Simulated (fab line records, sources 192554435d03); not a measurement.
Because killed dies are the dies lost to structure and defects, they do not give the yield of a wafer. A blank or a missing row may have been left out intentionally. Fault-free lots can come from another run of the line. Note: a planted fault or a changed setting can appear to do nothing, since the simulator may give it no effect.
Split-lot experiment || flow n5-finfet || 39 wafers read from 7 lots, route of 1938 steps

## SPLIT DETAILS
At N5_ZERO_LAYER_ETCH_18 (etches Si in HBr/Cl2, target depth 120 nm, time 40 s), the setting target-depth-a was moved away from the recipe's 1200 angstrom on 15 of the 39 wafers read, by -52.6% to +30.4%. This setting was run at the recipe's value on the other wafers.

Reading taken at the split's own step.

## THE READING
coat_of_ZERO_LAYER_COAT_05.thk-nm (the simulator's own value, which no gauge read), in nm, at N5_ZERO_LAYER_ETCH_18 (etches Si in HBr/Cl2, target depth 120 nm, time 40 s). No usual value for it is given in the file. The 24 wafers here that ran the recipe average 931.3 nm, standard deviation 3.2 nm.

{"wafer": "L079.1", "tool, chamber at the split": "rie-si-03, 2", "target-depth-a as run, angstrom": 1200, "against the recipe": "recipe", "coat_of_ZERO_LAYER_COAT_05.thk-nm, nm": 936.2, "against lot-mates on the recipe": "-"}
{"wafer": "L079.5", "tool, chamber at the split": "rie-si-03, 0", "target-depth-a as run, angstrom": 1200, "against the recipe": "recipe", "coat_of_ZERO_LAYER_COAT_05.thk-nm, nm": 935.3, "against lot-mates on the recipe": "-"}
{"wafer": "L079.6", "tool, chamber at the split": "rie-si-03, 1", "target-depth-a as run, angstrom": 1200, "against the recipe": "recipe", "coat_of_ZERO_LAYER_COAT_05.thk-nm, nm": 937.8, "against lot-mates on the recipe": "-"}
{"wafer": "L081.1", "tool, chamber at the split": "rie-si-01, 2", "target-depth-a as run, angstrom": 1200, "against the recipe": "recipe", "coat_of_ZERO_LAYER_COAT_05.thk-nm, nm": 931.8, "against lot-mates on the recipe": "-"}
{"wafer": "L081.2", "tool, chamber at the split": "rie-si-01, 0", "target-depth-a as run, angstrom": 1200, "against the recipe": "recipe", "coat_of_ZERO_LAYER_COAT_05.thk-nm, nm": 935.2, "against lot-mates on the recipe": "-"}
{"wafer": "L081.3", "tool, chamber at the split": "rie-si-01, 1", "target-depth-a as run, angstrom": 1200, "against the recipe": "recipe", "coat_of_ZERO_LAYER_COAT_05.thk-nm, nm": 934, "against lot-mates on the recipe": "-"}
{"wafer": "L081.4", "tool, chamber at the split": "rie-si-01, 3", "target-depth-a as run, angstrom": 1200, "against the recipe": "recipe", "coat_of_ZERO_LAYER_COAT_05.thk-nm, nm": 931.8, "against lot-mates on the recipe": "-"}
{"wafer": "L081.5", "tool, chamber at the split": "rie-si-01, 2", "target-depth-a as run, angstrom": 1200, "against the recipe": "recipe", "coat_of_ZERO_LAYER_COAT_05.thk-nm, nm": 932.2, "against lot-mates on the recipe": "-"}
{"wafer": "L081.6", "tool, chamber at the split": "rie-si-01, 3", "target-depth-a as run, angstrom": 1200, "against the recipe": "recipe", "coat_of_ZERO_LAYER_COAT_05.thk-nm, nm": 932.3, "against lot-mates on the recipe": "-"}
{"wafer": "L082.1", "tool, chamber at the split": "rie-si-06, 2", "target-depth-a as run, angstrom": 1200, "against the recipe": "recipe", "coat_of_ZERO_LAYER_COAT_05.thk-nm, nm": 930.3, "against lot-mates on the recipe": "-"}
{"wafer": "L082.2", "tool, chamber at the split": "rie-si-06, 1", "target-depth-a as run, angstrom": 800.3, "against the recipe": "-33.3%", "coat_of_ZERO_LAYER_COAT_05.thk-nm, nm": 943, "against lot-mates on the recipe": "+13.0"}
{"wafer": "L082.3", "tool, chamber at the split": "rie-si-06, 0", "target-depth-a as run, angstrom": 1200, "against the recipe": "recipe", "coat_of_ZERO_LAYER_COAT_05.thk-nm, nm": 928.7, "against lot-mates on the recipe": "-"}
{"wafer": "L082.4", "tool, chamber at the split": "rie-si-06, 1", "target-depth-a as run, angstrom": 800.3, "against the recipe": "-33.3%", "coat_of_ZERO_LAYER_COAT_05.thk-nm, nm": 944, "against lot-mates on the recipe": "+14.0"}
{"wafer": "L082.5", "tool, chamber at the split": "rie-si-06, 0", "target-depth-a as run, angstrom": 1200, "against the recipe": "recipe", "coat_of_ZERO_LAYER_COAT_05.thk-nm, nm": 930.9, "against lot-mates on the recipe": "-"}
{"wafer": "L082.6", "tool, chamber at the split": "rie-si-06, 2", "target-depth-a as run, angstrom": 800.3, "against the recipe": "-33.3%", "coat_of_ZERO_LAYER_COAT_05.thk-nm, nm": 945.7, "against lot-mates on the recipe": "+15.7"}
{"wafer": "L084.1", "tool, chamber at the split": "rie-si-06, 3", "target-depth-a as run, angstrom": 1565, "against the recipe": "+30.4%", "coat_of_ZERO_LAYER_COAT_05.thk-nm, nm": 916.1, "against lot-mates on the recipe": -10.4}
{"wafer": "L084.2", "tool, chamber at the split": "rie-si-06, 2", "target-depth-a as run, angstrom": 1200, "against the recipe": "recipe", "coat_of_ZERO_LAYER_COAT_05.thk-nm, nm": 924.9, "against lot-mates on the recipe": "-"}
{"wafer": "L084.3", "tool, chamber at the split": "rie-si-06, 1", "target-depth-a as run, angstrom": 1200, "against the recipe": "recipe", "coat_of_ZERO_LAYER_COAT_05.thk-nm, nm": 927.3, "against lot-mates on the recipe": "-"}
{"wafer": "L084.4", "tool, chamber at the split": "rie-si-06, 0", "target-depth-a as run, angstrom": 1565, "against the recipe": "+30.4%", "coat_of_ZERO_LAYER_COAT_05.thk-nm, nm": 913.1, "against lot-mates on the recipe": -13.4}
{"wafer": "L084.5", "tool, chamber at the split": "rie-si-06, 1", "target-depth-a as run, angstrom": 1565, "against the recipe": "+30.4%", "coat_of_ZERO_LAYER_COAT_05.thk-nm, nm": 914.5, "against lot-mates on the recipe": -12.0}
{"wafer": "L084.6", "tool, chamber at the split": "rie-si-06, 0", "target-depth-a as run, angstrom": 1200, "against the recipe": "recipe", "coat_of_ZERO_LAYER_COAT_05.thk-nm, nm": 927.4, "against lot-mates on the recipe": "-"}
{"wafer": "L087.1", "tool, chamber at the split": "rie-si-06, 2", "target-depth-a as run, angstrom": 1200, "against the recipe": "recipe", "coat_of_ZERO_LAYER_COAT_05.thk-nm, nm": 928.4, "against lot-mates on the recipe": "-"}
{"wafer": "L087.2", "tool, chamber at the split": "rie-si-06, 0", "target-depth-a as run, angstrom": 1200, "against the recipe": "recipe", "coat_of_ZERO_LAYER_COAT_05.thk-nm, nm": 925.8, "against lot-mates on the recipe": "-"}
{"wafer": "L087.3", "tool, chamber at the split": "rie-si-06, 1", "target-depth-a as run, angstrom": 899.4, "against the recipe": "-25.1%", "coat_of_ZERO_LAYER_COAT_05.thk-nm, nm": 936, "against lot-mates on the recipe": "+8.4"}
{"wafer": "L087.4", "tool, chamber at the split": "rie-si-06, 3", "target-depth-a as run, angstrom": 899.4, "against the recipe": "-25.1%", "coat_of_ZERO_LAYER_COAT_05.thk-nm, nm": 943.1, "against lot-mates on the recipe": "+15.5"}
{"wafer": "L087.5", "tool, chamber at the split": "rie-si-06, 1", "target-depth-a as run, angstrom": 899.4, "against the recipe": "-25.1%", "coat_of_ZERO_LAYER_COAT_05.thk-nm, nm": 935.6, "against lot-mates on the recipe": "+8.0"}
{"wafer": "L087.6", "tool, chamber at the split": "rie-si-06, 0", "target-depth-a as run, angstrom": 1200, "against the recipe": "recipe", "coat_of_ZERO_LAYER_COAT_05.thk-nm, nm": 928.5, "against lot-mates on the recipe": "-"}
{"wafer": "L091.1", "tool, chamber at the split": "rie-si-03, 0", "target-depth-a as run, angstrom": 568.4, "against the recipe": "-52.6%", "coat_of_ZERO_LAYER_COAT_05.thk-nm, nm": 953.3, "against lot-mates on the recipe": "+22.3"}
{"wafer": "L091.2", "tool, chamber at the split": "rie-si-03, 3", "target-depth-a as run, angstrom": 1200, "against the recipe": "recipe", "coat_of_ZERO_LAYER_COAT_05.thk-nm, nm": 929.4, "against lot-mates on the recipe": "-"}
{"wafer": "L091.3", "tool, chamber at the split": "rie-si-03, 1", "target-depth-a as run, angstrom": 1200, "against the recipe": "recipe", "coat_of_ZERO_LAYER_COAT_05.thk-nm, nm": 932.7, "against lot-mates on the recipe": "-"}
{"wafer": "L091.4", "tool, chamber at the split": "rie-si-03, 2", "target-depth-a as run, angstrom": 568.4, "against the recipe": "-52.6%", "coat_of_ZERO_LAYER_COAT_05.thk-nm, nm": 952, "against lot-mates on the recipe": "+21.0"}
{"wafer": "L091.5", "tool, chamber at the split": "rie-si-03, 0", "target-depth-a as run, angstrom": 568.4, "against the recipe": "-52.6%", "coat_of_ZERO_LAYER_COAT_05.thk-nm, nm": 952.4, "against lot-mates on the recipe": "+21.4"}
{"wafer": "L091.6", "tool, chamber at the split": "rie-si-03, 1", "target-depth-a as run, angstrom": 1200, "against the recipe": "recipe", "coat_of_ZERO_LAYER_COAT_05.thk-nm, nm": 930.9, "against lot-mates on the recipe": "-"}
{"wafer": "L096.1", "tool, chamber at the split": "rie-si-03, 3", "target-depth-a as run, angstrom": 674.5, "against the recipe": "-43.8%", "coat_of_ZERO_LAYER_COAT_05.thk-nm, nm": 947.3, "against lot-mates on the recipe": "+14.4"}
{"wafer": "L096.2", "tool, chamber at the split": "rie-si-03, 0", "target-depth-a as run, angstrom": 674.5, "against the recipe": "-43.8%", "coat_of_ZERO_LAYER_COAT_05.thk-nm, nm": 946.6, "against lot-mates on the recipe": "+13.7"}
{"wafer": "L096.3", "tool, chamber at the split": "rie-si-03, 2", "target-depth-a as run, angstrom": 1200, "against the recipe": "recipe", "coat_of_ZERO_LAYER_COAT_05.thk-nm, nm": 933, "against lot-mates on the recipe": "-"}
{"wafer": "L096.4", "tool, chamber at the split": "rie-si-03, 1", "target-depth-a as run, angstrom": 1200, "against the recipe": "recipe", "coat_of_ZERO_LAYER_COAT_05.thk-nm, nm": 934.4, "against lot-mates on the recipe": "-"}
{"wafer": "L096.5", "tool, chamber at the split": "rie-si-03, 3", "target-depth-a as run, angstrom": 1200, "against the recipe": "recipe", "coat_of_ZERO_LAYER_COAT_05.thk-nm, nm": 931.3, "against lot-mates on the recipe": "-"}
{"wafer": "L096.6", "tool, chamber at the split": "rie-si-03, 0", "target-depth-a as run, angstrom": 674.5, "against the recipe": "-43.8%", "coat_of_ZERO_LAYER_COAT_05.thk-nm, nm": 947.9, "against lot-mates on the recipe": "+15.0"}

THE FIT
A straight line over all 39 wafers: coat_of_ZERO_LAYER_COAT_05.thk-nm changes by -0.414 nm for each +1% of target-depth-a; r = -0.95; the points scatter about the line by 3.2 nm.
The same after taking each lot's own level away (the mean of its wafers on the recipe; 39 wafers): -0.39 nm for each +1%; r = -0.98; scatter 1.7 nm.
According to that fit, moving target-depth-a by its largest amount changes the reading by 21 nm.
From 926.53 to 936.43 nm: that is the span of the lots' own levels, equal to 3.1 times the standard deviation above.
The two slopes are in agreement: the lot-to-lot level therefore moves the slope only a little.
Check: +20.3 nm against its lot-mates is what the line predicts for one of the wafers moved furthest among these (-52.6%) when that wafer is left out of the fit. It came out at +22.3 nm against them.

## THE WHOLE CHAIN: every reading that the file lists as answering this split, in the file's order
{"step": "N5_ZERO_LAYER_ETCH_18", "what it does": "etches Si in HBr/Cl2, target depth 120 nm, time 40 s", "reading": "etch.depth-nm (the simulator's own value, which no gauge read)", "change (the file's fit)": "+1.19 nm for each +1% of the setting", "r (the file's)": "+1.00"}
{"step": "N5_ZERO_LAYER_ETCH_18", "what it does": "etches Si in HBr/Cl2, target depth 120 nm, time 40 s", "reading": "ZERO_LAYER.feature-depth-nm (the simulator's own value, which no gauge read)", "change (the file's fit)": "+1.19 nm for each +1% of the setting", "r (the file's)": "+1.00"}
{"step": "N5_ZERO_LAYER_ETCH_18", "what it does": "etches Si in HBr/Cl2, target depth 120 nm, time 40 s", "reading": "coat_of_ZERO_LAYER_COAT_05.thk-nm (the simulator's own value, which no gauge read)", "change (the file's fit)": "-0.39 nm for each +1% of the setting", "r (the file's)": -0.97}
{"step": "N5_ZERO_LAYER_STRIP_24", "what it does": "strips in O2", "reading": "strip-time-to-endpoint-s", "change (the file's fit)": "withheld for each +1% of the setting", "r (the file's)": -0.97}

## THE FILE'S OWN FIT
coat_of_ZERO_LAYER_COAT_05.thk-nm changes by -0.39 nm for each +1% of target-depth-a, r = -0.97.
